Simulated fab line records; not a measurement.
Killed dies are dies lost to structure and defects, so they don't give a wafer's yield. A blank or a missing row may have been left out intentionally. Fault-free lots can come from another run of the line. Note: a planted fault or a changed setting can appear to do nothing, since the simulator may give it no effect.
Check of tool commonality + flow nand_harc + 1 lot, 3 wafers sampled

REASON IT WAS OPENED
At NHARC_END_SORT_01 the reading killed_at_periphery is flagged on 1 of 1 lot. Fault-free wafers read 3.0, with a standard deviation of 2.3.
Rule: a lot gets a flag if all its wafers with a number sit over 4 standard deviations from that mean, or if no wafer of it has a number. All remaining lots are regarded as sound.

| lot  | measured     | on        | killed_at_periphery, wafer by wafer | flag    |
|------|--------------|-----------|-------------------------------------|---------|
| L119 | day 26 18:39 | prober-01 | 641 637 634                         | FLAGGED |
Averaged over the flagged lots the numbers come to 637.3, +634.3 from the usual (+99 or more standard deviations).

TOOL THAT RAN EACH LOT
3 process steps preceding the reading are held in the record, out of 1159 steps in the route. Cell contents, in order: the tool; ch with the chambers the sampled wafers went through; the start.
| lot  | flag    | NHARC_P_GATE_ETCH_114                        | NHARC_P_GATE_EXPOSE_43           | NHARC_P_GATE_STRIP_111              |
|------|---------|----------------------------------------------|----------------------------------|-------------------------------------|
| L119 | FLAGGED | rie_diel-06 ch 0,1,2, day 8 23:13 or earlier | krf_scanner-01 ch 0, day 8 23:13 | plasma_asher-02 ch 0,1, day 9 00:25 |
What the steps here do:
- NHARC_P_GATE_ETCH_114: etches the open film in CF4/O2, target depth 30 nm, overetch 3 nm, time 16.5 s.
- NHARC_P_GATE_EXPOSE_43: exposes mask P NSD, target cd 720 nm.
- NHARC_P_GATE_STRIP_111: strips in N2/H2, time 250 s.
- NHARC_END_SORT_01

FLAGGED AGAINST TOTAL, ONE TOOL AT A TIME (gauges that did the reading follow at the end)
| step                   | tool            | lots run | flagged | share of the flagged lots | sound lots run after its first flagged lot |
|------------------------|-----------------|----------|---------|---------------------------|--------------------------------------------|
| NHARC_P_GATE_ETCH_114  | rie_diel-06     | 1        | 1       | all                       | 0                                          |
| NHARC_P_GATE_EXPOSE_43 | krf_scanner-01  | 1        | 1       | all                       | 0                                          |
| NHARC_P_GATE_STRIP_111 | plasma_asher-02 | 1        | 1       | all                       | 0                                          |
| NHARC_END_SORT_01      | prober-01       | 1        | 1       | all                       | 0                                          |
NHARC_P_GATE_ETCH_114 gives no start for some lots, so the hours and the order of its lots are those of NHARC_P_GATE_EXPOSE_43.

WHAT THE TABLE PERMITS
4 rows of the table ran every flagged lot: rie_diel-06 at NHARC_P_GATE_ETCH_114, krf_scanner-01 at NHARC_P_GATE_EXPOSE_43, plasma_asher-02 at NHARC_P_GATE_STRIP_111, prober-01 at NHARC_END_SORT_01.
- rie_diel-06 at NHARC_P_GATE_ETCH_114: 1 of its 1 lot flagged. It ran no sound lot before its first flagged lot in this sample, so the start can't be narrowed down.
- krf_scanner-01 at NHARC_P_GATE_EXPOSE_43: 1 of its 1 lot flagged. It ran no sound lot before its first flagged lot in this sample, so the start can't be narrowed down.
- plasma_asher-02 at NHARC_P_GATE_STRIP_111: 1 of its 1 lot flagged. It ran no sound lot before its first flagged lot in this sample, so the start can't be narrowed down.
- prober-01 at NHARC_END_SORT_01: 1 of its 1 lot flagged. It ran no sound lot before its first flagged lot in this sample, so the start can't be narrowed down.
These 4 tools cannot be told apart by counting lots, since each of them fits a fault that started at some hour. More lots, or a look at what each step does to the wafer, might.

WHAT HAD BEEN PUT IN BY THE SIMULATOR
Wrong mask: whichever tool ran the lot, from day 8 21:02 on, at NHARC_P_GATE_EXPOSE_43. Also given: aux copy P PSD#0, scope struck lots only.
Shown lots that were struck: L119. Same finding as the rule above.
